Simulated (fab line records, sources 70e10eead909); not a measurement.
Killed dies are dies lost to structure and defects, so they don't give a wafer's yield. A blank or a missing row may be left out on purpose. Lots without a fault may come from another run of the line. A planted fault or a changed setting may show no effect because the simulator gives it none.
fab line records | flow nand_harc | part 2 of 2: steps 27 to 39 of 39
record lots=5 wafers=15 last_day=34
route steps=1302 shown A_SOURCE_PLATE@423 A_ONON_D1@424 A_CHANNEL_HOLE_D1@450
lots that met no fault: from a run of the same line without faults
start_h: hours from the record's first day to the start of the lot's first wafer shown | wait_h: hours since the lot's step before | " the same as in the row above | L1.1+2: a row that stands for several wafers | - no value, or no start given | * or withheld: withheld | < > ~ a bound
route shown NAME@n: a module of which the file shows steps, and the number in the route of the first | usual: mean/standard deviation of fault-free wafers | same: alike in all rows | chamber/n: place in a boat | sites: the reading at each site | _std_site: their standard deviation | _edge_site: outer sites' mean less inner sites' | radius_mm: how far each site lies from the wafer's centre | mask NAME#n: copy n | behind: the tool/chamber that last shaped the wafer | hold: why the lot was held/for how many hours/how that ended | device: the transistor (n, p or np) that didn't switch | end of line: the same wafers' tests at the end of the route | a step without rows: its recipe alone | killed: dies lost to structure and defects at the first sort, not the wafer's yield | map: a wafer's dies, x killed, . not, _ none there
set.NAME: the setting as run; set.NAME@STEP: as run at that earlier step | model.NAME: the simulator's own value behind a step, which no gauge read
lots at some steps of the route; a table a step, a row a wafer
services: from which hour (start_h, from the record's first day; less than 0 if before it) a tool's chamber was out of use, for how many hours, and why
## steps
# step NHARC_A_CHANNEL_HOLE_D1_DEP_01
# recipe target_thk_a=1400 target_thk_nm=140 temp_c=400 pressure_torr=3.5 flow_sccm=200 rf_w=350 material=SiON
# usual heater_power_w=690/56
# columns lot.wafer tool chamber start_h wait_h heater_power_w
L087.1 pecvd-02 2 316.44 1.7 742
L087.3 " 0 " " 720
L087.5 " 1 " " 702
L089.2 pecvd-04 1 325.92 1.3 746
L089.3 " 2 " " 646
L089.1 " 0 " " 669
L092.3 pecvd-02 1 355.87 1.0 685
L092.4 " 0 " " 727
L092.5 " 1 " " 674
L095.1 pecvd-02 0 390.83 1.6 780
L095.4 " 0 " " 649
L095.5 " 0 " " 651
L096.1 pecvd-02 0 403.63 1.6 735
L096.2 " 0 " " 760
L096.6 " 0 " " 764
# step NHARC_A_CHANNEL_HOLE_D1_DEHYDRATE_02
# recipe temp_c=150 time_s=120
# same time_s=120
# columns lot.wafer tool chamber start_h wait_h
L087.1+3+5 litho_track-01 0 316.68 0.2
L089.1+2+3 litho_track-06 0 326.19 0.2
L092.3+4+5 litho_track-01 0 356.08 0.2
L095.1+4+5 litho_track-01 0 391.43 0.5
L096.1+2+6 litho_track-06 0 404.25 0.5
# step NHARC_A_CHANNEL_HOLE_D1_HMDS_03
# recipe time_s=30
# same time_s=30
# columns lot.wafer tool chamber start_h wait_h
L087.1+3+5 litho_track-01 0 - -
L089.1+2+3 litho_track-06 0 - -
L092.3+4+5 litho_track-01 0 - -
L095.1+4+5 litho_track-01 0 - -
L096.1+2+6 litho_track-06 0 - -
# step NHARC_A_CHANNEL_HOLE_D1_COAT_36
# recipe temp_c=260 time_s=75
# same time_s=75
# columns lot.wafer tool chamber start_h wait_h
L087.1+3+5 litho_track-01 0 - -
L089.1+2+3 litho_track-06 0 - -
L092.3+4+5 litho_track-01 0 - -
L095.1+4+5 litho_track-01 0 - -
L096.1+2+6 litho_track-06 0 - -
# step NHARC_A_CHANNEL_HOLE_D1_COAT_37
# recipe temp_c=225 time_s=65
# same time_s=65
# columns lot.wafer tool chamber start_h wait_h
L087.1+3+5 litho_track-01 0 - -
L089.1+2+3 litho_track-06 0 - -
L092.3+4+5 litho_track-01 0 - -
L095.1+4+5 litho_track-01 0 - -
L096.1+2+6 litho_track-06 0 - -
# step NHARC_A_CHANNEL_HOLE_D1_COAT_04
# recipe spin_rpm=1500 resist_thk_nm=90
# usual dispense_pressure_kPa=50/5.1
# columns lot.wafer tool chamber start_h wait_h dispense_pressure_kPa
L087.1 litho_track-01 0 - - 49
L087.3 " 0 " " 49
L087.5 " 0 " " 49
L089.1 litho_track-06 0 - - 44
L089.2 " 0 " " 44
L089.3 " 0 " " 44
L092.3 litho_track-01 0 - - 49
L092.4 " 0 " " 49
L092.5 " 0 " " 49
L095.1 litho_track-01 0 - - 49
L095.4 " 0 " " 49
L095.5 " 0 " " 49
L096.1 litho_track-06 0 - - 44
L096.2 " 0 " " 44
L096.6 " 0 " " 44
# step NHARC_A_CHANNEL_HOLE_D1_SOFTBAKE_05
# recipe temp_c=105 time_s=55
# same time_s=55
# columns lot.wafer tool chamber start_h wait_h
L087.1+3+5 litho_track-01 0 - -
L089.1+2+3 litho_track-06 0 - -
L092.3+4+5 litho_track-01 0 - -
L095.1+4+5 litho_track-01 0 - -
L096.1+2+6 litho_track-06 0 - -
# step NHARC_A_CHANNEL_HOLE_D1_EBR_06
# columns lot.wafer tool chamber start_h wait_h
L087.1+3+5 litho_track-01 0 - -
L089.1+2+3 litho_track-06 0 - -
L092.3+4+5 litho_track-01 0 - -
L095.1+4+5 litho_track-01 0 - -
L096.1+2+6 litho_track-06 0 - -
# step NHARC_A_CHANNEL_HOLE_D1_EXPOSE_07
# recipe na=1.35 target_cd_nm=100 sigma_outer=0.3 dose_mj=59.65 mask_id=HOLE_D1
# usual stage_vel_mm_s=500.02/0.24
# same na=1.35
# columns lot.wafer tool chamber start_h wait_h mask stage_vel_mm_s
L087.1 arfi_scanner-02 0 316.99 - HOLE_D1#0 500.22
L087.3 " 0 " " HOLE_D1#0 500.22
L087.5 " 0 " " HOLE_D1#0 500.28
L089.1 arfi_scanner-01 0 326.50 - HOLE_D1#0 499.81
L089.2 " 0 " " HOLE_D1#0 499.80
L089.3 " 0 " " HOLE_D1#0 499.96
L092.3 arfi_scanner-03 0 356.40 - HOLE_D1#0 499.92
L092.4 " 0 " " HOLE_D1#0 499.45
L092.5 " 0 " " HOLE_D1#0 500.04
L095.1 arfi_scanner-02 0 391.74 - HOLE_D1#0 499.81
L095.4 " 0 " " HOLE_D1#0 499.99
L095.5 " 0 " " HOLE_D1#0 499.76
L096.1 arfi_scanner-03 0 404.56 - HOLE_D1#0 500.11
L096.2 " 0 " " HOLE_D1#0 499.90
L096.6 " 0 " " HOLE_D1#0 500.30
# step NHARC_A_CHANNEL_HOLE_D1_PEB_08
# recipe peb_temp_c=100 peb_time_s=65
# columns lot.wafer tool chamber start_h wait_h
L087.1+3+5 litho_track-01 0 317.05 0.1
L089.1+2+3 litho_track-06 0 326.56 0.1
L092.3+4+5 litho_track-04 0 356.46 0.0
L095.1+4+5 litho_track-01 0 391.81 0.1
L096.1+2+6 litho_track-01 0 404.62 0.1
# step NHARC_A_CHANNEL_HOLE_D1_DEVELOP_09
# recipe develop_time_s=35 dev_temp_c=23
# columns lot.wafer tool chamber start_h wait_h
L087.1+3+5 litho_track-01 0 - -
L089.1+2+3 litho_track-06 0 - -
L092.3+4+5 litho_track-04 0 - -
L095.1+4+5 litho_track-01 0 - -
L096.1+2+6 litho_track-01 0 - -
# step NHARC_A_CHANNEL_HOLE_D1_CD_MEAS_10
# recipe target_cd_nm=100 landing_energy_ev=500
# usual cd_nm=100.3/0.55
# columns lot.wafer tool chamber start_h wait_h cd_nm
L087.1 cd_sem-03 0 317.13 - 101.5
L087.3 " 0 " " 100.9
L087.5 " 0 " " 101.6
L089.1 cd_sem-03 0 326.64 - 100.6
L089.2 " 0 " " 99.6
L089.3 " 0 " " 100.2
L092.3 cd_sem-03 0 356.54 - 99.7
L092.4 " 0 " " 99.6
L092.5 " 0 " " 99.3
L095.1 cd_sem-02 0 391.88 - 100.6
L095.4 " 0 " " 100.4
L095.5 " 0 " " 100.7
L096.1 cd_sem-01 0 404.70 - 100.1
L096.2 " 0 " " 101.1
L096.6 " 0 " " 101.0
# step NHARC_A_CHANNEL_HOLE_D1_OVL_MEAS_11
# usual overlay_x_nm=-0.1/0.89 overlay_y_nm=0.0/0.83
# columns lot.wafer tool chamber start_h wait_h overlay_x_nm overlay_y_nm
L087.1 overlay-01 - 317.22 - 1.5 -0.2
L087.3 " - " " 0.9 -0.4
L087.5 " - " " 1.4 -0.5
L089.1 overlay-01 - 326.73 - 0.3 0.9
L089.2 " - " " -0.1 1.2
L089.3 " - " " -0.4 0.9
L092.3 overlay-01 - 356.62 - -0.2 0.6
L092.4 " - " " -1.2 0.3
L092.5 " - " " -0.4 0.3
L095.1 overlay-02 - 391.97 - -0.6 -1.7
L095.4 " - " " -0.8 -1.4
L095.5 " - " " 0.0 -1.3
L096.1 overlay-02 - 404.79 - -0.6 -0.1
L096.2 " - " " -1.0 -1.2
L096.6 " - " " -0.6 -0.8
## services
# columns tool chamber start_h hours kind
arfi_scanner-03 - 275.86 0.7 repair
pecvd-02 - 290.81 1.7 repair
acl_dep-03 - 299.60 13.0 pm
pecvd-03 - 305.98 0.3 repair
acl_dep-02 - 310.91 2.0 repair
pecvd_onon-04 - 311.30 13.0 pm
arfi_scanner-02 - 312.00 4.0 pm
pecvd-03 - 317.97 1.2 repair
litho_track-01 - 330.00 7.0 pm
arfi_scanner-02 - 340.89 1.0 repair
arfi_scanner-03 - 347.16 0.7 repair
litho_track-06 - 354.00 7.0 pm
pecvd_onon-04 - 362.11 18.0 repair
furnace-07 - 363.72 1.1 repair
pecvd-03 - 366.00 13.0 pm
pecvd_onon-02 - 366.59 13.0 pm
arfi_scanner-03 - 368.00 4.0 pm
acl_dep-01 - 369.19 13.0 pm
arfi_scanner-03 - 377.45 1.5 repair
litho_track-04 - 378.00 7.0 pm
pecvd-03 - 379.03 0.9 repair
pecvd-04 1 380.23 3.6 repair
pecvd-02 2 388.39 26.4 repair
pecvd-02 1 390.43 26.2 repair
